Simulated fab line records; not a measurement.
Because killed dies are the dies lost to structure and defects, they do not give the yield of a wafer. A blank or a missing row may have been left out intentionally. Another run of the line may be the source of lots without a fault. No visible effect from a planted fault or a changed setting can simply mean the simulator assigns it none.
Comparing a struck lot with a sound one ; flow nand harc ; 23 steps out of a route of 1302
Sound: these wafers, L612.1, L612.5, L612.6. The struck wafers were L620.1, L620.3, L620.4. The cause is given at the end.
For every step that has rows: the tool of each side, followed by ch and its chambers, followed by its first start. Under that, the readings that differ: sound wafers ; struck wafers ; difference of the means ; sigmas: that difference in standard deviations of wafers without a fault.
alike: readings whose means differ by less than 2 such deviations, and words and numbers that are the same on both sides. not compared: withheld readings, readings that some wafer has no value for, bounds like >300 that may hide the same value, and numbers for which the record gives no deviation and whose values overlap.
The two part at a step that has a row with sigmas, a row that says differs or no value, or rows on one side only. When numbers do not overlap yet have no deviation, they are printed without sigmas and do not part them. Lack of a reading on every wafer of one side parts them only where that side has two or more wafers.

NHARC_P_M0_INSPECT_27:
  struck on defect inspect-01, day 12 03:56; sound on defect inspect-02, day 8 22:55
  alike: raw defect count
NHARC_P_M0_PRE_CLEAN_31: time 12 s.
  sound on pecvd-04 ch 0,2, day 8 22:59; struck on pecvd-04 ch 0,2, day 12 04:00
  alike: heater power w
  not compared: since wet clean h
NHARC_P_M0_DEP_32: deposits SiCN, target thk 30 nm.
  sound on pecvd-04 ch 0,2, day 8 23:04; struck on pecvd-04 ch 0,2, day 12 04:05
  alike: heater power w, showerhead vpp V
  not compared: since wet clean h
then, 8 steps without rows for these wafers: NHARC_P_M1_DEP_00 (deposits SiOC, target thk 182.5 nm); NHARC_P_M1_DEHYDRATE_01 (time 120 s); NHARC_P_M1_HMDS_02 (time 30 s); NHARC_P_M1_COAT_34 (time 65 s); NHARC_P_M1_COAT_03 (resist thk 90 nm); NHARC_P_M1_SOFTBAKE_04 (time 55 s); NHARC_P_M1_EBR_05; NHARC_P_M1_EXPOSE_06 (exposes mask P M1, target cd 130 nm).
NHARC_P_M1_PEB_07: peb time 65 s.
  sound on litho track-01 ch 0, day 9 00:13; struck on litho track-04 ch 0, day 12 05:15
reading;sound;struck;difference;sigmas
heater power total W (W);156.4 156.1 156.6;160.7 160.8 159.7;+4.0;+10
plate temp C (C);99.80 100.02 99.94;101.67 101.80 101.82;+1.84;+15
then, 1 step without rows for these wafers: NHARC_P_M1_DEVELOP_08 (develop time 35 s).
NHARC_P_M1_CD_MEAS_09 targets a cd of 130 nm.
  sound on cd sem-03 ch 0, day 9 00:18; struck on cd sem-02 ch 0, day 12 05:20
reading;sound;struck;difference;sigmas
cd nm (nm);129.6 131.9 130.4;136.5 136.9 136.1;+5.9;+8
NHARC_P_M1_OVL_MEAS_10: pitch 260 nm.
  struck on overlay-01, day 12 05:25; sound on overlay-02, day 9 00:23
  alike: overlay x nm, overlay y nm
NHARC_P_M1_INSPECT_11:
  struck on defect inspect-01, day 12 05:28; sound on defect inspect-01, day 9 00:25
  alike: raw defect count
NHARC_P_M1_DESCUM_14: chemistry O2, time 3 s.
  sound on rie diel-01 ch 0,2,3, day 9 00:30; struck on rie diel-01 ch 1,2,3, day 12 05:34
reading;sound;struck;difference;sigmas
model.P_M1.cd nm (nm);129.6 133.8 130.6;137.7 137.4 137;+6.0;
  alike: drypump motor current A, oes product au, rf vpp V, showerhead plenum p Torr, throttle valve pct
  not compared: rf hours counter h
NHARC_P_M1_ETCH_35: etches the open film in N2/H2, target depth 40 nm, overetch 12 nm, time 43.94 s.
  sound on rie diel-01 ch 1,2,3, day 9 00:35; struck on rie diel-01 ch 0,1,2, day 12 05:39
  alike: drypump motor current A, oes product au, rf vpp V, showerhead plenum p Torr, throttle valve pct
  not compared: rf hours counter h
NHARC_P_M1_ETCH_15: etches the open film in C4F8/Ar, target depth 182.5 nm, time 91.2 s.
  sound: rie diel-01 ch 0,1,3; struck: rie diel-01 ch 0,2,3
  alike: oes product au, rf vpp V
  not compared: rf hours counter h
NHARC_P_M1_CD_MEAS_16:
  struck on cd sem-01, day 12 05:52; sound on cd sem-03, day 9 00:47
reading;sound;struck;difference;sigmas
cd nm (nm);129.9 134.2 130.3;137.9 138.0 137.7;+6.4;+6
NHARC_P_M1_STRIP_18: strips in N2/H2.
  sound on rie diel-02 ch 1,2, day 9 00:53; struck on rie diel-01 ch 0,1,2, day 12 05:56
  alike: drypump motor current A, oes product au, rf vpp V, showerhead plenum p Torr, throttle valve pct
  not compared: rf hours counter h
NHARC_P_M1_ETCH_28: etches the open film in CF4/N2, target depth 30 nm, time 72.99 s.
  sound: rie diel-02 ch 2,3; struck: rie diel-01 ch 0,2,3
reading;sound;struck;difference;sigmas
model.P_M1.cd nm (nm);130.8 134.6 131.5;138.7 139.7 138.6;+6.7;
  alike: drypump motor current A, oes product au, rf vpp V, showerhead plenum p Torr, throttle valve pct
  not compared: rf hours counter h
then, 1 step without rows for these wafers: NHARC_P_M1_STRIP_19 (strips in post etch residue remover, time 600 s).

## WHERE THEY PART
Earliest at NHARC_P_M1_PEB_07; latest, in this record, at NHARC_P_M1_CD_MEAS_16. Later steps at which nothing parts them and some readings are alike: NHARC_P_M1_STRIP_18, NHARC_P_M1_ETCH_28.

WHY: what the simulator had put in
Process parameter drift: litho track-04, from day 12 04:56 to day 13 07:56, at NHARC_P_M1_PEB_07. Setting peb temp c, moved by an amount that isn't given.
